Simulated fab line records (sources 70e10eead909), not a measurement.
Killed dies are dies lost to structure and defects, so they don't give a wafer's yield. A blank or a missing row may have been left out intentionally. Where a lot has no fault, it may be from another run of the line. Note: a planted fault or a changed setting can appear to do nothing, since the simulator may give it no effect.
Chamber matching :: flow nandHarc :: NHARC_P_BONDPAD_DESCUM_11 on rieDiel-10: 4 sister chambers
The step chemistry O2, time 3 s. 16 wafers are shown with their chamber, then 8 later ones without.

WAFERS, EACH WITH ITS CHAMBER
wafer: L074.1
chamber: 1
drypumpMotorCurrentA (A): 6.11
oesProductAu (a.u.): 0.983
throttleValvePct (%): 11.311

wafer: L074.2
chamber: 0
drypumpMotorCurrentA (A): 6.18
oesProductAu (a.u.): 0.993
throttleValvePct (%): 11.312

wafer: L074.5
chamber: 2
drypumpMotorCurrentA (A): 5.99
oesProductAu (a.u.): 0.997
throttleValvePct (%): 11.300

wafer: L075.3
chamber: 0
drypumpMotorCurrentA (A): 6.25
oesProductAu (a.u.): 0.999
throttleValvePct (%): 11.309

wafer: L075.5
chamber: 0
drypumpMotorCurrentA (A): 6.19
oesProductAu (a.u.): 1.002
throttleValvePct (%): 11.311

wafer: L075.6
chamber: 3
drypumpMotorCurrentA (A): 6.10
oesProductAu (a.u.): 0.988
throttleValvePct (%): 11.317

wafer: L080.3
chamber: 0
drypumpMotorCurrentA (A): 6.20
oesProductAu (a.u.): 1.006
throttleValvePct (%): 11.329

wafer: L080.5
chamber: 2
drypumpMotorCurrentA (A): 6.02
oesProductAu (a.u.): 1.012
throttleValvePct (%): 11.318

wafer: L080.6
chamber: 1
drypumpMotorCurrentA (A): 6.10
oesProductAu (a.u.): 0.989
throttleValvePct (%): 11.309

wafer: L086.1
chamber: 2
drypumpMotorCurrentA (A): 5.99
oesProductAu (a.u.): 1.007
throttleValvePct (%): 11.296

wafer: L086.4
chamber: 3
drypumpMotorCurrentA (A): 6.08
oesProductAu (a.u.): 0.993
throttleValvePct (%): 11.307

wafer: L086.5
chamber: 1
drypumpMotorCurrentA (A): 6.10
oesProductAu (a.u.): 0.999
throttleValvePct (%): 11.327

wafer: L087.1
chamber: 3
drypumpMotorCurrentA (A): 6.10
oesProductAu (a.u.): 1.008
throttleValvePct (%): 11.316

wafer: L087.2
chamber: 0
drypumpMotorCurrentA (A): 6.20
oesProductAu (a.u.): 1.015
throttleValvePct (%): 11.315

wafer: L087.3
chamber: 1
drypumpMotorCurrentA (A): 6.08
oesProductAu (a.u.): 0.988
throttleValvePct (%): 11.288

wafer: L091.1
chamber: 3
drypumpMotorCurrentA (A): 6.09
oesProductAu (a.u.): 0.996
throttleValvePct (%): 11.322

SIGNATURES (averages over the wafers above)
reading: drypumpMotorCurrentA
chamber 0: 6.2040
chamber 1: 6.0975
chamber 2: 6.0000
chamber 3: 6.0925
scatter within a chamber: 0.0189

reading: oesProductAu
chamber 0: 1.00300
chamber 1: 0.98975
chamber 2: 1.00533
chamber 3: 0.99625
scatter within a chamber: 0.00784

reading: throttleValvePct
chamber 0: 11.31520
chamber 1: 11.30875
chamber 2: 11.30467
chamber 3: 11.31550
scatter within a chamber: 0.0109
Rule: a wafer's distance from a chamber is the root of the sum, over the readings, of the square of ((its reading less the chamber's mean) divided by the reading's scatter). If the next closest chamber is less than 2 further off than the closest, the wafer can't be placed; otherwise it belongs to the closest. The scatter: take each reading less its chamber's mean, square it, sum over the shown wafers, divide by the number of wafers less the number of chambers, and take the root.

WAFERS MISSING THEIR CHAMBER
wafer: L091.5
drypumpMotorCurrentA (A): 6.13
oesProductAu (a.u.): 0.985
throttleValvePct (%): 11.312

wafer: L091.6
drypumpMotorCurrentA (A): 5.98
oesProductAu (a.u.): 1.003
throttleValvePct (%): 11.320

wafer: L092.1
drypumpMotorCurrentA (A): 6.09
oesProductAu (a.u.): 0.995
throttleValvePct (%): 11.297

wafer: L092.2
drypumpMotorCurrentA (A): 6.08
oesProductAu (a.u.): 0.999
throttleValvePct (%): 11.309

wafer: L092.5
drypumpMotorCurrentA (A): 5.95
oesProductAu (a.u.): 0.995
throttleValvePct (%): 11.316

wafer: L097.1
drypumpMotorCurrentA (A): 6.22
oesProductAu (a.u.): 1.014
throttleValvePct (%): 11.305

wafer: L097.2
drypumpMotorCurrentA (A): 5.99
oesProductAu (a.u.): 1.002
throttleValvePct (%): 11.310

wafer: L097.5
drypumpMotorCurrentA (A): 6.09
oesProductAu (a.u.): 0.994
throttleValvePct (%): 11.313

EACH ONE'S CHAMBER
wafer: L091.5
from the rows above: can't be placed: 1 or 3
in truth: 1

wafer: L091.6
from the rows above: 2
in truth: 2

wafer: L092.1
from the rows above: can't be placed: 1 or 3
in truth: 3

wafer: L092.2
from the rows above: can't be placed: 3 or 1
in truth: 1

wafer: L092.5
from the rows above: 2
in truth: 2

wafer: L097.1
from the rows above: 0
in truth: 0

wafer: L097.2
from the rows above: 2
in truth: 2

wafer: L097.5
from the rows above: can't be placed: 3 or 1
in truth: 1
Placed correctly: 4 of 8. Can't be placed from these rows: 4 (the true chamber is among the candidates in 4). 0 placed wrongly.
